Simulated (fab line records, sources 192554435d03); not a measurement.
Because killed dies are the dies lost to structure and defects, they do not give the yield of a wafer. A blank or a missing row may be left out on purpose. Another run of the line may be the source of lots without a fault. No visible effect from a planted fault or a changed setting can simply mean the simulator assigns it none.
Matching of chambers -- flow n5Finfet -- aldMetal-02 running N5_BEOL_M2_ALD_84: 4 sister chambers
The step deposits TaN, pulse time 2 s, purge time 3 s, co reactant purge time 2 s. 16 wafers are shown with their chamber, then 8 later ones without.

## WAFERS, EACH WITH ITS CHAMBER
wafer,chamber,heaterPowerW (W),precursorVesselCarrierSccm (sccm),precursorVesselPressureTorr (Torr)
L074.3,1,486,999,26.23
L074.4,0,480,988,26.25
L074.6,1,489,1002,26.30
L076.1,3,410,1002,26.29
L076.4,0,494,998,26.24
L076.6,3,416,1007,26.17
L083.1,3,409,998,26.27
L083.4,1,480,1000,26.32
L083.6,1,477,999,26.22
L086.2,2,431,996,26.29
L086.3,3,405,1001,26.30
L086.4,0,491,1006,26.22
L088.1,1,482,1000,26.22
L088.4,0,488,1001,26.16
L088.5,2,434,991,26.17
L091.1,0,487,1000,26.27

SIGNATURES, as means of the wafers listed above
reading,chamber 0,chamber 1,chamber 2,chamber 3,scatter within a chamber
heaterPowerW,488.00,482.80,432.50,410.00,4.72
precursorVesselCarrierSccm,998.60,1000.00,993.50,1002.00,4.43
precursorVesselPressureTorr,26.2280,26.2580,26.2300,26.2575,0.0534
Rule: distance of a wafer from a chamber = root of the sum over the readings of ((wafer's reading minus chamber's mean) / reading's scatter) squared. If the next closest chamber is less than 2 further off than the closest, the wafer can't be placed; otherwise it belongs to the closest. The scatter: take each reading less its chamber's mean, square it, sum over the shown wafers, divide by the number of wafers less the number of chambers, and take the root.

## WAFERS WITHOUT THEIR CHAMBER
wafer,heaterPowerW (W),precursorVesselCarrierSccm (sccm),precursorVesselPressureTorr (Torr)
L091.2,487,997,26.17
L091.4,429,1001,26.15
L095.2,478,996,26.28
L095.5,489,999,26.22
L095.6,412,1002,26.24
L097.2,477,1001,26.20
L097.3,448,1002,26.21
L097.5,468,1003,26.24

## WHICH CHAMBER EACH ONE RAN IN
wafer,from the rows above,in truth
L091.2,can't be placed: 0 or 1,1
L091.4,2,2
L095.2,can't be placed: 1 or 0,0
L095.5,can't be placed: 0 or 1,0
L095.6,3,3
L097.2,can't be placed: 1 or 0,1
L097.3,2,2
L097.5,can't be placed: 1 or 0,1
Correctly placed: 3 of 8. Cannot be placed on the basis of these rows: 5; the candidates contain the true chamber in 5. Number placed wrongly: 0.
